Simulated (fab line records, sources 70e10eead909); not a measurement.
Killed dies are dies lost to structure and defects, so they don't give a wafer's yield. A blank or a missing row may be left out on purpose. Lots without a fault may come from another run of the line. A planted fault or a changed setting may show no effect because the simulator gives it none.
A struck lot beside a sound one | flow nand_harc | 23 steps out of a route of 1302
Sound: wafers L523.1, L523.2, L523.5. Struck: wafer L540.4. The cause comes at the end.
At each step with rows: each side's tool, then ch and its chambers, then its first start. Under that, the readings that differ: sound wafers | struck wafers | difference of the means | sigmas: that difference in standard deviations of wafers without a fault.
alike: readings whose means differ by less than 2 such deviations, and words and numbers that are the same on both sides. not compared: withheld readings, readings that some wafer has no value for, bounds like >300 that may hide the same value, and numbers for which the record gives no deviation and whose values overlap.
The two part at a step that has a row with sigmas, a row that says differs or no value, or rows on one side only. Numbers that don't overlap but have no deviation are shown without sigmas and don't part them. A reading that every wafer of one side lacks parts them only if that side has two wafers or more.

first, 2 steps without rows for these wafers: NHARC_A_WL_FILL_CVD_03 (deposits W, target thk 40 nm, time 279 s); NHARC_A_WL_FILL_ETCHBACK_04 (etches the open film in NF3, target depth 60 nm, time 120 s).
NHARC_A_WL_FILL_ETCHBACK_05: etches the open film in Cl2/BCl3, target depth 22 nm, time 60 s.
  sound on rie_metal-01 ch 0,1, day 20 04:34; struck on rie_metal-03 ch 1, day 26 23:25
  alike: drypump_motor_current_A, oes_product_au
  not compared: rf_hours_counter_h
then, 5 steps without rows for these wafers: NHARC_A_WL_FILL_STRIP_27 (strips in N2/H2, time 20 s); NHARC_A_WL_FILL_STRIP_28 (strips in post etch residue remover, time 1200 s); NHARC_A_WL_FILL_PRECLEAN_06 (cleans in DIW, time 300 s); NHARC_A_WL_FILL_SRD_07; NHARC_A_WL_FILL_ANNEAL_08 (time 1800 s).
NHARC_A_WL_FILL_ALD_10: deposits SiO2, target thk 50 nm, pulse time 10 s, ald cycles 500.
  sound on ald_hk-03 ch 2,3, day 20 09:18; struck on ald_hk-04 ch 0, day 27 05:29
  alike: heater_power_w, precursor_pulse_height_rel
NHARC_A_WL_FILL_ETCHBACK_16: etches the open film in C4F8/O2/Ar, target depth 120 nm, time 24 s.
  sound on rie_diel-05 ch 0,1,3; struck on rie_diel-05 ch 2
  alike: oes_product_au, rf_vpp_V
  not compared: rf_hours_counter_h
NHARC_A_WL_FILL_STRIP_29: strips in O2, time 20 s.
  sound on rie_diel-05 ch 0,1, day 20 14:01; struck on rie_diel-05 ch 0, day 27 10:14
  alike: drypump_motor_current_A, oes_product_au, rf_vpp_V, showerhead_plenum_p_Torr, throttle_valve_pct
  not compared: rf_hours_counter_h
NHARC_A_WL_FILL_ETCHBACK_17: etches the open film in Cl2/BCl3, target depth 4 nm, time 26.7 s.
  sound on rie_metal-03 ch 0,1, day 20 14:06; struck on rie_metal-01 ch 1, day 27 10:22
  reading                     | sound       | struck | difference | sigmas
  drypump_motor_current_A (A) | 6.0 6.5 6.0 | 4.8    | -1.4       | -3
  alike: oes_product_au
  not compared: rf_hours_counter_h
then, 8 steps without rows for these wafers: NHARC_A_WL_FILL_PRECLEAN_18 (cleans in dHF, time 30 s); NHARC_A_WL_FILL_SRD_21; NHARC_A_WL_FILL_CVD_23 (deposits poly-Si, target thk 40 nm, time 800 s); NHARC_A_WL_FILL_ETCHBACK_26 (etches the open film in HBr, target depth 52 nm, time 13.3 s); NHARC_A_WL_FILL_PRECLEAN_30 (cleans in dHF, time 10 s); NHARC_A_WL_FILL_SRD_14; NHARC_A_WL_FILL_ALD_19 (deposits TiN, target thk 2 nm, pulse time 3 s, ald cycles 100); NHARC_A_WL_FILL_CVD_20 (deposits W, target thk 100 nm, time 74 s).
NHARC_A_WL_FILL_CMP_12: polishes, t overpolish 30 s, target thk 100 nm.
  sound on cmp-03 ch 0,1,3, day 20 19:52; struck on cmp-03 ch 3, day 27 16:14
  alike: motor_current_A, overpolish_run_s, retaining_ring_pressure_frac, time_to_endpoint_s
then, 1 step without rows for these wafers: NHARC_A_WL_FILL_SRD_31.
-- the record jumps here: 4 days lie between the struck wafers' starts before and after (it left off in module A_WL_FILL and takes up again in module END, whose first step shown is number 1302 of the route) --
NHARC_END_SORT_01:
  the record has rows for the struck wafers here (prober-01 ch 0, day 31 22:50) and none for the sound ones

WHERE THEY PART
First at NHARC_A_WL_FILL_ETCHBACK_17; last, within this record, at NHARC_END_SORT_01.

WHY: what the simulator had put in
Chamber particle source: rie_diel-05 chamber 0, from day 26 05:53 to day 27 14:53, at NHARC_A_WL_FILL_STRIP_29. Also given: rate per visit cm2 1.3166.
